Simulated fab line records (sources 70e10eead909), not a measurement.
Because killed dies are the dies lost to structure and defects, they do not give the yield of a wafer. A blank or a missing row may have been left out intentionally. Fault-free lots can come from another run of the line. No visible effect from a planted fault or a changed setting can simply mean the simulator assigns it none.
Which tool did it? | flow nand_harc | 72 wafers from 24 lots sampled at 6 of the route's 1159 steps

## WHAT THE GAUGES READ, wafer by wafer
Not one reading of a measure or inspect step in the record can be checked against a usual standard deviation.

## WHAT TOOL EACH LOT RAN ON (gives the tool, then ch and the chambers of the sampled wafers, and finally the start)
lot  | NHARC_A_STAIRCASE_STRIP_316                   | NHARC_A_STAIRCASE_DEP_325       | NHARC_A_STAIRCASE_CMP_152     | NHARC_A_SLIT_ETCH_24               | NHARC_A_CONTACT_ETCH_124             | NHARC_A_CONTACT_ETCH_129
L074 | rie_diel-02 ch 1,2,3, day 13 07:42 or earlier | pecvd-02 ch 0,2, day 13 07:42   | cmp-03 ch 0,2,3, day 13 18:25 | rie_diel-09 ch 0,1,3, day 14 06:47 | har_cap_etch-02 ch 0,1, day 16 18:50 | har_cap_etch-02 ch 0,1, day 16 19:35
L075 | rie_diel-13 ch 2,3, day 13 07:35 or earlier   | pecvd-04 ch 1,2, day 13 07:35   | cmp-01 ch 0,1,2, day 13 18:16 | rie_diel-05 ch 0,1, day 14 06:32   | har_cap_etch-03 ch 0,1, day 16 14:48 | har_cap_etch-03 ch 0,1, day 16 15:33
L077 | rie_diel-02 ch 1,2,3, day 13 20:34 or earlier | pecvd-02 ch 0,1,2, day 13 20:34 | cmp-01 ch 0,1, day 14 07:41   | rie_diel-11 ch 0,2, day 14 21:50   | har_cap_etch-01 ch 0,1, day 17 06:18 | har_cap_etch-01 ch 0,1, day 17 07:10
L076 | rie_diel-01 ch 1,2, day 13 20:40 or earlier   | pecvd-04 ch 0,2, day 13 20:40   | cmp-04 ch 1,2,3, day 14 07:54 | rie_diel-05 ch 0,1, day 14 20:27   | har_cap_etch-03 ch 0,1, day 17 12:25 | har_cap_etch-03 ch 0,1, day 17 13:10
L079 | rie_diel-02 ch 0,1,2, day 14 06:46 or earlier | pecvd-04 ch 0,1,2, day 14 06:46 | cmp-04 ch 0,3, day 14 17:53   | rie_diel-11 ch 1,2, day 15 07:23   | har_cap_etch-01 ch 0,1, day 17 10:50 | har_cap_etch-01 ch 0,1, day 17 11:50
L078 | rie_diel-02 ch 0,1,2, day 14 06:46 or earlier | pecvd-02 ch 0,2, day 14 06:46   | cmp-01 ch 1,2,3, day 14 18:07 | rie_diel-09 ch 0,1, day 15 08:02   | har_cap_etch-03 ch 0,1, day 17 06:59 | har_cap_etch-03 ch 0,1, day 17 07:45
L080 | rie_diel-01 ch 0,1,3, day 14 06:49 or earlier | pecvd-03 ch 0,1,2, day 14 06:49 | cmp-03 ch 1,2, day 14 17:35   | rie_diel-09 ch 0,1,3, day 15 06:34 | har_cap_etch-03 ch 0,1, day 17 15:37 | har_cap_etch-03 ch 0,1, day 17 16:22
L082 | rie_diel-02 ch 1,2,3, day 15 04:16 or earlier | pecvd-04 ch 0,1, day 15 04:16   | cmp-01 ch 0,2,3, day 15 19:39 | rie_diel-05 ch 0,2,3, day 16 08:29 | har_cap_etch-02 ch 0,1, day 18 19:52 | har_cap_etch-02 ch 0,1, day 18 20:38
L081 | rie_diel-01 ch 0,2,3, day 15 04:10 or earlier | pecvd-03 ch 0,1, day 15 04:10   | cmp-04 ch 0,1, day 15 19:23   | rie_diel-09 ch 0,2, day 16 08:31   | har_cap_etch-01 ch 0,1, day 18 20:15 | har_cap_etch-01 ch 0,1, day 18 21:01
L084 | rie_diel-13 ch 0,2,3, day 15 21:25 or earlier | pecvd-03 ch 0,2, day 15 21:25   | cmp-04 ch 0,2,3, day 16 08:21 | rie_diel-11 ch 0,2,3, day 16 22:55 | har_cap_etch-02 ch 0,1, day 19 01:52 | har_cap_etch-02 ch 0,1, day 19 02:37
L083 | rie_diel-02 ch 0,1,2, day 15 21:22 or earlier | pecvd-02 ch 0,1,2, day 15 21:22 | cmp-03 ch 0,1,3, day 16 08:55 | rie_diel-09 ch 0,1,3, day 16 23:12 | har_cap_etch-02 ch 0,1, day 19 05:22 | har_cap_etch-02 ch 0,1, day 19 06:08
L085 | rie_diel-13 ch 0,2,3, day 16 13:12 or earlier | pecvd-02 ch 0,1,2, day 16 13:12 | cmp-03 ch 2,3, day 17 02:31   | rie_diel-11 ch 2,3, day 17 16:11   | har_cap_etch-03 ch 0,1, day 20 02:25 | har_cap_etch-03 ch 0,1, day 20 03:10
L086 | rie_diel-02 ch 1,2,3, day 16 12:55 or earlier | pecvd-04 ch 0,1,2, day 16 12:55 | cmp-03 ch 0,1,3, day 17 02:50 | rie_diel-11 ch 1,2,3, day 17 17:37 | har_cap_etch-01 ch 0,1, day 19 22:28 | har_cap_etch-01 ch 0,1, day 19 23:14
L088 | rie_diel-02 ch 0,3, day 16 18:12 or earlier   | pecvd-03 ch 0,1, day 16 18:12   | cmp-04 ch 2,3, day 17 04:27   | rie_diel-09 ch 1,2,3, day 17 16:02 | har_cap_etch-02 ch 0,1, day 19 22:11 | har_cap_etch-02 ch 0,1, day 19 22:55
L091 | rie_diel-13 ch 0,2, day 17 04:19 or earlier   | pecvd-02 ch 0,1,2, day 17 04:19 | cmp-01 ch 0,2, day 17 15:20   | rie_diel-05 ch 0,3, day 18 07:37   | har_cap_etch-01 ch 0,1, day 20 10:12 | har_cap_etch-01 ch 0,1, day 20 10:58
L090 | rie_diel-13 ch 0,1, day 17 04:41 or earlier   | pecvd-03 ch 0,1,2, day 17 04:41 | cmp-03 ch 0,1,3, day 17 15:38 | rie_diel-11 ch 1,2, day 18 06:04   | har_cap_etch-02 ch 0,1, day 20 11:01 | har_cap_etch-02 ch 0,1, day 20 11:44
L087 | rie_diel-02 ch 0,3, day 17 09:20 or earlier   | pecvd-03 ch 0,2, day 17 09:20   | cmp-03 ch 0,2, day 17 21:28   | rie_diel-11 ch 0,1,3, day 18 13:16 | har_cap_etch-03 ch 1, day 20 13:20   | har_cap_etch-03 ch 1, day 20 14:20
L089 | rie_diel-01 ch 0,2,3, day 17 09:25 or earlier | pecvd-02 ch 0,1, day 17 09:25   | cmp-04 ch 0,2, day 17 21:50   | rie_diel-05 ch 1,2,3, day 18 12:16 | har_cap_etch-01 ch 0,1, day 20 15:01 | har_cap_etch-01 ch 0,1, day 20 15:46
L093 | rie_diel-02 ch 0,2,3, day 17 14:27 or earlier | pecvd-03 ch 0,1,2, day 17 14:27 | cmp-04 ch 0,2,3, day 18 04:31 | rie_diel-09 ch 0,1, day 18 19:11   | har_cap_etch-01 ch 0,1, day 21 03:19 | har_cap_etch-01 ch 0,1, day 21 04:05
L092 | rie_diel-01 ch 1,2,3, day 18 05:37 or earlier | pecvd-02 ch 0,1,2, day 18 05:37 | cmp-01 ch 0,3, day 18 16:27   | rie_diel-05 ch 0,2,3, day 19 05:59 | har_cap_etch-03 ch 0,1, day 22 00:19 | har_cap_etch-03 ch 0,1, day 22 01:04
L095 | rie_diel-02 ch 0,1,2, day 18 18:32 or earlier | pecvd-02 ch 0,1,2, day 18 18:32 | cmp-03 ch 0,2,3, day 19 10:10 | rie_diel-09 ch 1,2,3, day 19 23:04 | har_cap_etch-01 ch 0,1, day 22 03:26 | har_cap_etch-01 ch 0,1, day 22 04:12
L096 | rie_diel-02 ch 0,1,2, day 18 18:32 or earlier | pecvd-03 ch 0,1,2, day 18 18:32 | cmp-04 ch 0,2,3, day 19 09:20 | rie_diel-11 ch 0,1,3, day 19 22:46 | har_cap_etch-02 ch 0,1, day 22 03:39 | har_cap_etch-02 ch 0,1, day 22 04:24
L094 | rie_diel-01 ch 0,1,2, day 18 22:40 or earlier | pecvd-03 ch 0,1, day 18 22:40   | cmp-01 ch 0,2,3, day 19 09:36 | rie_diel-05 ch 0,1, day 19 23:13   | har_cap_etch-02 ch 0,1, day 22 13:44 | har_cap_etch-02 ch 0,1, day 22 14:29
L097 | rie_diel-01 ch 0,2,3, day 19 08:04 or earlier | pecvd-02 ch 0,1, day 19 08:04   | cmp-01 ch 0,1,3, day 19 20:13 | rie_diel-11 ch 2,3, day 20 08:38   | har_cap_etch-03 ch 0,1, day 22 15:17 | har_cap_etch-03 ch 0,1, day 22 16:04
- NHARC_A_STAIRCASE_STRIP_316: strips in O2.
- NHARC_A_STAIRCASE_DEP_325: deposits SiO2, target thk 3800 nm.
- NHARC_A_STAIRCASE_CMP_152: polishes.
- NHARC_A_SLIT_ETCH_24: etches the open film in CF4/CHF3, target depth 121 nm, time 60.5 s.
- NHARC_A_CONTACT_ETCH_124: etches the open film in C4F8/O2/Ar, time 140 s, target depth 700 nm.
- NHARC_A_CONTACT_ETCH_129: etches the open film in C4F8/O2/Ar, time 155 s, target depth 956 nm.

## WHAT THE TOOLS THEMSELVES READ (means of the sampled wafers that have a number; where no wafer has one, the mark that the record gives instead)
NHARC_A_STAIRCASE_STRIP_316.
lot  | tool        | drypump_motor_current_A (A) | oes_product_au (a.u.) | rf_vpp_V (V) | showerhead_plenum_p_Torr (Torr) | throttle_valve_pct (%)
L074 | rie_diel-02 | 5.8                         | 1.000                 | 57.7         | 3.47                            | 17.038
L075 | rie_diel-13 | 5.6                         | 1.005                 | 57.2         | 3.34                            | 17.030
L077 | rie_diel-02 | 5.8                         | 0.996                 | 57.2         | 3.47                            | 17.033
L076 | rie_diel-01 | 6.0                         | 1.008                 | 57.6         | 3.46                            | 17.043
L079 | rie_diel-02 | 5.5                         | 0.988                 | 57.8         | 3.42                            | 17.035
L078 | rie_diel-02 | 5.5                         | 1.000                 | 57.6         | 3.42                            | 17.039
L080 | rie_diel-01 | 5.6                         | 1.003                 | 57.1         | 3.43                            | 17.031
L082 | rie_diel-02 | 5.9                         | 0.999                 | 58.2         | 3.46                            | 17.026
L081 | rie_diel-01 | 5.8                         | 1.000                 | 57.6         | 3.51                            | 17.039
L084 | rie_diel-13 | 5.5                         | 1.008                 | 57.9         | 3.59                            | 17.042
L083 | rie_diel-02 | 5.5                         | 0.984                 | 57.8         | 3.42                            | 17.030
L085 | rie_diel-13 | 5.5                         | 1.008                 | 58.2         | 3.58                            | 17.043
L086 | rie_diel-02 | 5.9                         | 0.998                 | 57.9         | 3.46                            | 17.033
L088 | rie_diel-02 | 5.6                         | 1.000                 | 58.0         | 3.61                            | 17.038
L091 | rie_diel-13 | 5.5                         | 1.018                 | 58.3         | 3.60                            | 17.045
L090 | rie_diel-13 | 5.8                         | 1.008                 | 57.2         | 3.45                            | 17.039
L087 | rie_diel-02 | 5.9                         | 1.004                 | 58.1         | 3.66                            | 17.034
L089 | rie_diel-01 | 5.8                         | 1.008                 | 56.7         | 3.50                            | 17.043
L093 | rie_diel-02 | 5.8                         | 1.001                 | 57.1         | 3.54                            | 17.028
L092 | rie_diel-01 | 5.9                         | 1.006                 | 57.9         | 3.51                            | 17.042
L095 | rie_diel-02 | 5.5                         | 1.000                 | 57.4         | 3.40                            | 17.029
L096 | rie_diel-02 | 5.5                         | 1.000                 | 58.0         | 3.40                            | 17.041
L094 | rie_diel-01 | 5.9                         | 1.002                 | 57.2         | 3.43                            | 17.041
L097 | rie_diel-01 | 5.8                         | 1.008                 | 58.7         | 3.49                            | 17.030

NHARC_A_STAIRCASE_DEP_325.
lot  | tool     | heater_power_w (W)
L074 | pecvd-02 | 602
L075 | pecvd-04 | 715
L077 | pecvd-02 | 611
L076 | pecvd-04 | 714
L079 | pecvd-04 | 706
L078 | pecvd-02 | 596
L080 | pecvd-03 | 579
L082 | pecvd-04 | 713
L081 | pecvd-03 | 586
L084 | pecvd-03 | 603
L083 | pecvd-02 | 718
L085 | pecvd-02 | 603
L086 | pecvd-04 | 770
L088 | pecvd-03 | 604
L091 | pecvd-02 | 688
L090 | pecvd-03 | 551
L087 | pecvd-03 | 587
L089 | pecvd-02 | 655
L093 | pecvd-03 | 604
L092 | pecvd-02 | 644
L095 | pecvd-02 | 651
L096 | pecvd-03 | 605
L094 | pecvd-03 | 597
L097 | pecvd-02 | 667

NHARC_A_STAIRCASE_CMP_152.
lot  | tool   | motor_current_A (A)
L074 | cmp-03 | 11.5
L075 | cmp-01 | 13.2
L077 | cmp-01 | 13.3
L076 | cmp-04 | 12.1
L079 | cmp-04 | 11.9
L078 | cmp-01 | 13.2
L080 | cmp-03 | 11.0
L082 | cmp-01 | 12.5
L081 | cmp-04 | 14.6
L084 | cmp-04 | 12.2
L083 | cmp-03 | 11.5
L085 | cmp-03 | 12.0
L086 | cmp-03 | 11.1
L088 | cmp-04 | 11.8
L091 | cmp-01 | 12.4
L090 | cmp-03 | 11.3
L087 | cmp-03 | 10.7
L089 | cmp-04 | 13.4
L093 | cmp-04 | 12.5
L092 | cmp-01 | 12.8
L095 | cmp-03 | 11.4
L096 | cmp-04 | 12.7
L094 | cmp-01 | 12.4
L097 | cmp-01 | 13.1

NHARC_A_SLIT_ETCH_24.
lot  | tool        | drypump_motor_current_A (A) | oes_product_au (a.u.) | rf_vpp_V (V) | showerhead_plenum_p_Torr (Torr) | throttle_valve_pct (%)
L074 | rie_diel-09 | 6.0                         | 0.966                 | 372.4        | 1.62                            | 16.801
L075 | rie_diel-05 | 5.7                         | 0.976                 | 369.7        | 1.56                            | 16.803
L077 | rie_diel-11 | 5.6                         | 0.975                 | 370.7        | 1.58                            | 16.807
L076 | rie_diel-05 | 5.6                         | 0.955                 | 372.8        | 1.63                            | 16.805
L079 | rie_diel-11 | 5.3                         | 0.963                 | 368.2        | 1.49                            | 16.815
L078 | rie_diel-09 | 6.2                         | 0.967                 | 373.7        | 1.64                            | 16.806
L080 | rie_diel-09 | 6.0                         | 0.963                 | 371.3        | 1.62                            | 16.807
L082 | rie_diel-05 | 5.7                         | 0.968                 | 371.0        | 1.60                            | 16.800
L081 | rie_diel-09 | 6.1                         | 0.961                 | 370.4        | 1.56                            | 16.810
L084 | rie_diel-11 | 5.5                         | 0.975                 | 371.1        | 1.58                            | 16.804
L083 | rie_diel-09 | 6.0                         | 0.973                 | 372.3        | 1.62                            | 16.805
L085 | rie_diel-11 | 5.2                         | 0.922                 | 368.6        | 1.52                            | 16.808
L086 | rie_diel-11 | 5.4                         | 0.951                 | 369.9        | 1.54                            | 16.802
L088 | rie_diel-09 | 5.8                         | 0.973                 | 372.7        | 1.60                            | 16.807
L091 | rie_diel-05 | 5.8                         | 0.962                 | 371.5        | 1.62                            | 16.797
L090 | rie_diel-11 | 5.3                         | 0.978                 | 367.8        | 1.49                            | 16.808
L087 | rie_diel-11 | 5.7                         | 0.964                 | 370.9        | 1.60                            | 16.811
L089 | rie_diel-05 | 5.9                         | 0.972                 | 369.1        | 1.53                            | 16.814
L093 | rie_diel-09 | 6.2                         | 0.935                 | 372.3        | 1.64                            | 16.802
L092 | rie_diel-05 | 5.7                         | 0.968                 | 371.1        | 1.59                            | 16.803
L095 | rie_diel-09 | 5.8                         | 0.973                 | 370.9        | 1.60                            | 16.811
L096 | rie_diel-11 | 5.7                         | 0.955                 | 371.1        | 1.60                            | 16.807
L094 | rie_diel-05 | 5.6                         | 0.971                 | 372.6        | 1.63                            | 16.810
L097 | rie_diel-11 | 5.3                         | 0.958                 | 371.0        | 1.58                            | 16.805

## THE ANSWER, worked out from the rows above alone
Rule: the lots themselves supply what counts as usual. Put in order of their means at a reading, lots are off if they are a third of the lots or fewer, leave a main group of 4 or more, and stand apart from it by a gap of 3 or more times the standard deviation of the main group's means; of several such gaps the widest counts. Not used: any main group whose means are identical at the precision the tables above print for the reading. A lot without any number at a reading at which 4 lots or more have one is off too. Any other lot the step has rows for is counted as sound. After the gauges, taken in route order, come the tools' own readings; for these a lot's mean is taken, as printed above. At the first step where some lot is off, the reading lying furthest off is the one used; lots without a number count as furthest.
None of the lots is off at any reading shown; this tells nothing.

## WHAT THE SIMULATOR HAD INSERTED
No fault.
